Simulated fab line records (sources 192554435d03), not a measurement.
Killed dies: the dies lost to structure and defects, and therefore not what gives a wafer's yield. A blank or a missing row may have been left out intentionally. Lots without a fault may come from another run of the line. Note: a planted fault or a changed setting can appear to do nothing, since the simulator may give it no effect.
Matching of chambers :: flow n5-finfet :: rie-diel-03 running N5_BEOL_M9_STRIP_19: 4 sister chambers
The step strips in O2. 14 wafers are shown with their chamber, then 7 later ones without.

## EACH WAFER AND ITS CHAMBER
wafer: L077.2
chamber: 0
showerhead-plenum-p-Torr (Torr): 2.18
drypump-motor-current-A (A): 5.7
throttle-valve-pct (%): 17.05

wafer: L077.3
chamber: 3
showerhead-plenum-p-Torr (Torr): 1.99
drypump-motor-current-A (A): 5.8
throttle-valve-pct (%): 16.22

wafer: L077.4
chamber: 2
showerhead-plenum-p-Torr (Torr): 2.13
drypump-motor-current-A (A): 6.2
throttle-valve-pct (%): 16.73

wafer: L079.1
chamber: 3
showerhead-plenum-p-Torr (Torr): 1.99
drypump-motor-current-A (A): 5.8
throttle-valve-pct (%): 16.24

wafer: L079.2
chamber: 0
showerhead-plenum-p-Torr (Torr): 2.18
drypump-motor-current-A (A): 5.7
throttle-valve-pct (%): 17.08

wafer: L079.3
chamber: 1
showerhead-plenum-p-Torr (Torr): 2.00
drypump-motor-current-A (A): 6.8
throttle-valve-pct (%): 17.10

wafer: L079.4
chamber: 2
showerhead-plenum-p-Torr (Torr): 2.12
drypump-motor-current-A (A): 6.2
throttle-valve-pct (%): 16.74

wafer: L079.5
chamber: 0
showerhead-plenum-p-Torr (Torr): 2.18
drypump-motor-current-A (A): 5.8
throttle-valve-pct (%): 17.06

wafer: L079.6
chamber: 1
showerhead-plenum-p-Torr (Torr): 2.00
drypump-motor-current-A (A): 6.8
throttle-valve-pct (%): 17.08

wafer: L084.1
chamber: 2
showerhead-plenum-p-Torr (Torr): 2.12
drypump-motor-current-A (A): 6.2
throttle-valve-pct (%): 16.76

wafer: L084.2
chamber: 3
showerhead-plenum-p-Torr (Torr): 1.99
drypump-motor-current-A (A): 5.8
throttle-valve-pct (%): 16.25

wafer: L084.5
chamber: 0
showerhead-plenum-p-Torr (Torr): 2.18
drypump-motor-current-A (A): 5.7
throttle-valve-pct (%): 17.09

wafer: L085.4
chamber: 3
showerhead-plenum-p-Torr (Torr): 1.99
drypump-motor-current-A (A): 5.8
throttle-valve-pct (%): 16.25

wafer: L085.5
chamber: 3
showerhead-plenum-p-Torr (Torr): 1.99
drypump-motor-current-A (A): 5.8
throttle-valve-pct (%): 16.25

SIGNATURES (averages over the wafers above)
reading: showerhead-plenum-p-Torr
chamber 0: 2.1800
chamber 1: 2.0000
chamber 2: 2.1233
chamber 3: 1.9900
scatter within a chamber: 0.00258

reading: drypump-motor-current-A
chamber 0: 5.725
chamber 1: 6.800
chamber 2: 6.200
chamber 3: 5.800
scatter within a chamber: 0.0274

reading: throttle-valve-pct
chamber 0: 17.0700
chamber 1: 17.0900
chamber 2: 16.7433
chamber 3: 16.2420
scatter within a chamber: 0.0153
Rule: a wafer lies at a distance from a chamber equal to the root of the sum of squares, over the readings, of (its reading less the chamber's mean, divided by the reading's scatter). The wafer belongs to the nearest chamber; if the next one is less than 2 further off, it can't be placed. The scatter is the square root of a quotient: the sum, over the shown wafers, of each reading's squared deviation from its chamber's mean, divided by wafers minus chambers.

## WAFERS WHOSE CHAMBER IS MISSING
wafer: L085.6
showerhead-plenum-p-Torr (Torr): 2.12
drypump-motor-current-A (A): 6.2
throttle-valve-pct (%): 16.76

wafer: L089.1
showerhead-plenum-p-Torr (Torr): 1.99
drypump-motor-current-A (A): 5.8
throttle-valve-pct (%): 16.27

wafer: L089.3
showerhead-plenum-p-Torr (Torr): 2.17
drypump-motor-current-A (A): 5.8
throttle-valve-pct (%): 17.08

wafer: L089.4
showerhead-plenum-p-Torr (Torr): 1.99
drypump-motor-current-A (A): 6.8
throttle-valve-pct (%): 17.14

wafer: L092.2
showerhead-plenum-p-Torr (Torr): 2.12
drypump-motor-current-A (A): 6.2
throttle-valve-pct (%): 16.78

wafer: L092.4
showerhead-plenum-p-Torr (Torr): 1.98
drypump-motor-current-A (A): 5.8
throttle-valve-pct (%): 16.29

wafer: L092.6
showerhead-plenum-p-Torr (Torr): 1.98
drypump-motor-current-A (A): 5.8
throttle-valve-pct (%): 16.29

## THE CHAMBER EACH PASSED THROUGH
wafer: L085.6
from the rows above: 2
in truth: 2

wafer: L089.1
from the rows above: 3
in truth: 3

wafer: L089.3
from the rows above: 0
in truth: 0

wafer: L089.4
from the rows above: 1
in truth: 1

wafer: L092.2
from the rows above: 2
in truth: 2

wafer: L092.4
from the rows above: 3
in truth: 3

wafer: L092.6
from the rows above: 3
in truth: 3
Correct placement for 7 of the 7. Number that these rows cannot place: 0. 0 placed wrongly.
